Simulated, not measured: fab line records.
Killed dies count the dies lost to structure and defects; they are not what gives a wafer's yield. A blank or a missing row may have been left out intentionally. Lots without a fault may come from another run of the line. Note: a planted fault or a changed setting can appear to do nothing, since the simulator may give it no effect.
Matching of chambers | flow n5Finfet | N5_BEOL_M7_CURE_75 on uvCure-01 has 3 sister chambers
The step cures SiCOH lowk, time 120 s. 3 wafers are shown with their chamber, then 9 later ones without.

== EACH WAFER AND ITS CHAMBER ==
wafer  | chamber | wafer_temp_C_max
L080.6 | 1       | 371.4
L087.6 | 2       | 372.1
L089.5 | 0       | 371.6

== WAFERS WITHOUT THEIR CHAMBER ==
wafer  | wafer_temp_C_max
L090.2 | 371.4
L090.3 | 371.7
L090.5 | 371.2
L093.3 | 371.3
L093.5 | 371.8
L093.6 | 371.9
L094.2 | 371.7
L094.3 | 372.0
L094.5 | 371.6

== WHICH CHAMBER EACH WENT THROUGH ==
wafer  | from the rows above          | in truth
L090.2 | can't be placed: 1 or 0      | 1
L090.3 | can't be placed: 0 or 1      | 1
L090.5 | can't be placed: 1 or 0      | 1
L093.3 | can't be placed: 1 or 0      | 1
L093.5 | can't be placed: 0 or 2 or 1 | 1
L093.6 | can't be placed: 2 or 0      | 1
L094.2 | can't be placed: 0 or 1      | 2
L094.3 | 2                            | 2
L094.5 | can't be placed: 0 or 1      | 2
Correctly placed: 1 of 9. Not placeable from these rows: 8 (in 5, the candidates include the true chamber). Wrongly placed: 0.
How it was worked out, from the rows above alone: a wafer's distance from a chamber is the root of the sum, over the readings, of the square of ((its reading less the chamber's mean) divided by the reading's scatter). The wafer belongs to the nearest chamber; if the next one is less than 2 further off, it can't be placed. A chamber's mean is the mean of its shown wafers. The scatter: with one shown wafer a chamber, the root of the mean of the squares of how far each hidden wafer lies from its nearest shown one.
